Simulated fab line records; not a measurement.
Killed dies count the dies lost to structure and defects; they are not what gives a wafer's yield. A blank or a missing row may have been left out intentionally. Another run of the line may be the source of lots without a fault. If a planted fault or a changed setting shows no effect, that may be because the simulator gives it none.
Code-filled problem report in 8D (eight disciplines) form + flow nandHarc + the parts of the form that need people (team, actions taken, sign-off) are left out

== 1. WHAT WENT WRONG ==
Wafers without a fault read 99.9 nm with a standard deviation of 0.55, while cdNm at NHARC_A_CHANNEL_HOLE_D2_CD_MEAS_10 averages 103.2 nm across 2 wafers of 1 lot. That is +6.0 standard deviations from the usual mean.
The step: target cd 100 nm.
First seen on wafer L384.2, day 17 17:58, on cdSem-02. At this step, 36 wafers from 12 lots have a number in the record. Rule for "out", or "out of limits": more than 4 standard deviations from the usual mean. The other wafers with a number count as sound.

== 2. WHAT IT IS AND WHAT IT IS NOT ==
| question                    | is                | is not                                                                                       |
|-----------------------------|-------------------|----------------------------------------------------------------------------------------------|
| which readings at this step | cdNm              | -                                                                                            |
| which lots                  | L384              | L374, L376, L377, L378, L379, L382, L392, L394, L395, L396, L397                             |
| which wafers of those lots  | L384.2, L384.6    | L384.3                                                                                       |
| read on which gauges        | cdSem-02          | cdSem-01, cdSem-03                                                                           |
| when                        | from day 17 17:58 | up to then (19 sound wafers); but 15 sound wafers of L392, L394, L395, L396, L397 came after |

== 3. SUSPECTS, AND WHAT RULES EACH OUT ==
Counting: if a tool at a process step up to the reading ran every lot that is out, it stays a suspect. Sound lots after the first of them don't rule it out here, since some wafers of a struck lot are sound.
- the gauge at NHARC_A_CHANNEL_HOLE_D2_CD_MEAS_10: kept. All the wafers that are out were read on cdSem-02, and no step on other tools shows them out.
- lithoTrack-04 at NHARC_A_CHANNEL_HOLE_D2_PEB_08 (peb time 65 s): kept. It ran the lot that is out, L384 (day 17 17:53); its last sound lot up to then is L382 (day 16 01:59).
Left after counting: lithoTrack-04 at NHARC_A_CHANNEL_HOLE_D2_PEB_08, cdSem-02 at NHARC_A_CHANNEL_HOLE_D2_CD_MEAS_10.

== 4. THE CAUSE (what the simulator had put in) ==
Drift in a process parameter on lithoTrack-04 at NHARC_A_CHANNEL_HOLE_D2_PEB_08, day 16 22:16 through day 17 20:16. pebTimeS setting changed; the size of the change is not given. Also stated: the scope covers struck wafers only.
Of the 2 suspects that counting leaves, this tool is one.

== 5. THE EFFECT CHAIN, in route order ==
One row per reading whose mean, taken over the struck wafers that have a number, lies over 3 standard deviations from the usual. Only readings for which the record gives a usual standard deviation are gone through. hours: the time from each lot's start at the first step in this table that gives one to its start at this step, as a median over the lots. sigmas: the change in usual standard deviations.
| hours | step                               | reading | usual   | on struck wafers | change | sigmas |
|-------|------------------------------------|---------|---------|------------------|--------|--------|
| 0     | NHARC_A_CHANNEL_HOLE_D2_CD_MEAS_10 | cdNm    | 99.9 nm | 103.2            | +3.3   | +6.0   |
Later steps that measure or inspect, where all struck wafers having a row at the step show a number for every such reading and not one has moved that far: NHARC_A_CHANNEL_HOLE_D2_CD_MEAS_18, NHARC_A_CHANNEL_HOLE_D2_CD_MEAS_31.

== 6. WHAT WOULD HAVE CAUGHT IT SOONER ==
In this record the first reading out of limits at a measuring or inspecting step was taken at day 17 17:58, 20 hours after the fault began at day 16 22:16.
Each of the lots that are out, 1 in all, had begun NHARC_A_CHANNEL_HOLE_D2_PEB_08 on lithoTrack-04 no later than day 17 17:58. Had the tool been put on hold then, not one of them would have been saved.
